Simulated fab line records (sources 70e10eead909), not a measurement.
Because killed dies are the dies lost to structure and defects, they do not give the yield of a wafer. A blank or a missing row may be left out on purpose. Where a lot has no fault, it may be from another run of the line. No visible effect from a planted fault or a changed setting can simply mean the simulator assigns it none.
Chamber matching ; flow nand harc ; NHARC_A_ZERO_WELL_ETCH_13 on rie si-02 has 4 sister chambers
The step etches the open film in HBr/Cl2, target depth 120 nm, time 40.1 s. 16 wafers are shown with their chamber, then 8 later ones without.

## WAFERS, EACH WITH ITS CHAMBER
wafer;chamber;oes product au (a.u.);throttle valve pct (%)
L723.1;1;1.000;26.419
L723.2;0;0.989;26.410
L723.4;2;1.016;26.418
L724.3;2;1.007;26.403
L724.4;0;0.983;26.398
L724.6;2;1.009;26.402
L726.1;3;0.989;26.402
L726.4;1;0.997;26.406
L726.6;0;0.984;26.391
L733.2;0;0.973;26.395
L733.4;2;1.017;26.418
L733.6;0;0.970;26.411
L735.3;1;1.008;26.410
L735.4;0;0.980;26.415
L735.5;1;1.015;26.406
L736.1;2;1.006;26.398

SIGNATURES (means of the wafers above)
reading;chamber 0;chamber 1;chamber 2;chamber 3;scatter within a chamber
oes product au;0.97983;1.00500;1.01100;0.98900;0.00682
throttle valve pct;26.40333;26.41025;26.40780;26.40200;0.00896
Rule: for a wafer and a chamber, the distance is found by dividing, reading by reading, the gap between the wafer's reading and the chamber's mean by the reading's scatter, squaring, summing and taking the root. The wafer belongs to the nearest chamber; if the next one is less than 2 further off, it can't be placed. How the scatter is found: for the shown wafers, subtract from each reading the mean of its chamber, square and add these, divide the total by (wafers less chambers), then take the root.

## WAFERS WITHOUT THEIR CHAMBER
wafer;oes product au (a.u.);throttle valve pct (%)
L736.4;0.990;26.405
L736.6;0.988;26.409
L739.2;1.011;26.392
L739.3;0.978;26.416
L739.6;0.988;26.403
L742.1;1.005;26.421
L742.3;1.001;26.408
L742.6;1.012;26.413

## WHICH CHAMBER EACH WENT THROUGH
wafer;from the rows above;in truth
L736.4;can't be placed: 3 or 0 or 1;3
L736.6;can't be placed: 3 or 0 or 1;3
L739.2;can't be placed: 2 or 1 or 3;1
L739.3;can't be placed: 0 or 3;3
L739.6;can't be placed: 3 or 0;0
L742.1;can't be placed: 1 or 2 or 3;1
L742.3;can't be placed: 1 or 2 or 3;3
L742.6;can't be placed: 2 or 1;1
Correct placement for 0 of the 8. Cannot be placed on the basis of these rows: 8; the candidates contain the true chamber in 8. 0 placed wrongly.
